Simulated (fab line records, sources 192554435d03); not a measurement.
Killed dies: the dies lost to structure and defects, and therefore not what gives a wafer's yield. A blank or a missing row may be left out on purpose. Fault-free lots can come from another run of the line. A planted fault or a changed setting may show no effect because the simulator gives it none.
8D (eight disciplines) problem report, filled in by code | flow n5_finfet | the parts of the form that need people (team, actions taken, sign-off) are left out

1. WHAT IS WRONG
Mean of oes_product_au at N5_BEOL_M5_VIA_ETCH_34: 0.31 a.u. across 6 wafers in 2 lots; on wafers with no fault it is 0.80 a.u. (standard deviation 0.073). That is -6.7 standard deviations from the usual mean.
The step: etches SiCOH lowk in C4F6/O2, target depth 88.3 nm, time 39.2 s.
The first sign was on wafer L386.1 at day 10 06:00, on rie_diel-01. Wafers with a number at this step in the record: 29, from 10 lots. The rule behind "out" and "out of limits": a value lying over 4 standard deviations away from the usual mean. The other wafers with a number count as sound.

2. WHAT IT IS; WHAT IT IS NOT
question                    | is                       | is not
which readings at this step | oes_product_au           | drypump_motor_current_A, oes_f_703_au, rf_fwd_power_W, rf_vpp_V, showerhead_plenum_p_Torr, throttle_valve_pct
which lots                  | L386, L389               | L381, L383, L391, L393, L394, L395, L396, L397
which wafers of those lots  | all that have a number   | -
read on which tools         | rie_diel-01, rie_diel-05 | rie_diel-03
when                        | from day 10 06:00        | up to then (3 sound wafers); but 20 sound wafers of L383, L391, L393, L394, L395, L396, L397 came after

3. SUSPECTS, AND WHAT RULES EACH OUT
Counting: a tool stays on the suspect list if, at a process step up to the reading, it processed all lots that are out and no sound lot following the first of them.
- pvd_sputter-03 at N5_BEOL_M5_HM_DEP_02 (deposits TiN, target thk 20 nm): kept. It processed each lot that is out, first L386 at day 10 00:25, and no sound lot thereafter; up to then, the last sound lot it processed was L383 at day 9 23:44.
Remaining after the count: pvd_sputter-03 at N5_BEOL_M5_HM_DEP_02.

4. THE CAUSE (what the simulator had put in)
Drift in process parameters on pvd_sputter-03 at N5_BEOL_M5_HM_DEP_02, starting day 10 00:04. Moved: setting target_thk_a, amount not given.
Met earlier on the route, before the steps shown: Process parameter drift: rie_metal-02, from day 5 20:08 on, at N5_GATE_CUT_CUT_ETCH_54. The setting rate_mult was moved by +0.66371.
The count eliminated every tool but this one.

5. THE CHAIN OF EFFECTS, in route order
Rows list readings where the struck wafers' mean (over those with a number) sits beyond 3 standard deviations from the usual. Readings are gone through only where the record gives a usual standard deviation; hours: the median, over the lots, of the time from a lot's start at the first step in this table giving one to that lot's start at this step; sigmas: the change measured in usual standard deviations.
hours | step                    | reading         | usual     | on struck wafers | change | sigmas
0     | N5_BEOL_M5_VIA_ETCH_34  | oes_product_au  | 0.80 a.u. | 0.31             | -0.49  | -6.7
106   | N5_PASSIVATION_PROBE_49 | killed_at_M4_up | 12        | 1104             | +1092  | +99 or more
106   | N5_PASSIVATION_PROBE_49 | killed_dies     | 100       | 1180             | +1080  | +64
106   | N5_PASSIVATION_PROBE_49 | killed_on_rim   | 13        | 152              | +139   | +36
Process steps it contains:
- N5_BEOL_M5_VIA_ETCH_34: etches SiCOH lowk in C4F6/O2, target depth 88.3 nm, time 39.2 s.
- N5_PASSIVATION_PROBE_49
Readings that are blank on the struck wafers while sound wafers have them: trench_depth_nm at N5_BEOL_M5_OCD_MEAS_38; cd_nm at N5_BEOL_M5_CD_MEAS_35.

6. HOW IT WOULD HAVE BEEN CAUGHT EARLIER
In this record no reading fell out of limits until day 10 06:00, 6 hours after the fault had begun at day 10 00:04.
No tool reading at N5_BEOL_M5_HM_DEP_02 that has a usual standard deviation in the record was out on any struck wafer, so an alarm limit of 4 standard deviations on those readings would not have fired.
Among the 2 lots that are out, L389 began N5_BEOL_M5_HM_DEP_02 on pvd_sputter-03 after day 10 06:00. Had the tool been put on hold then, it would have been spared.
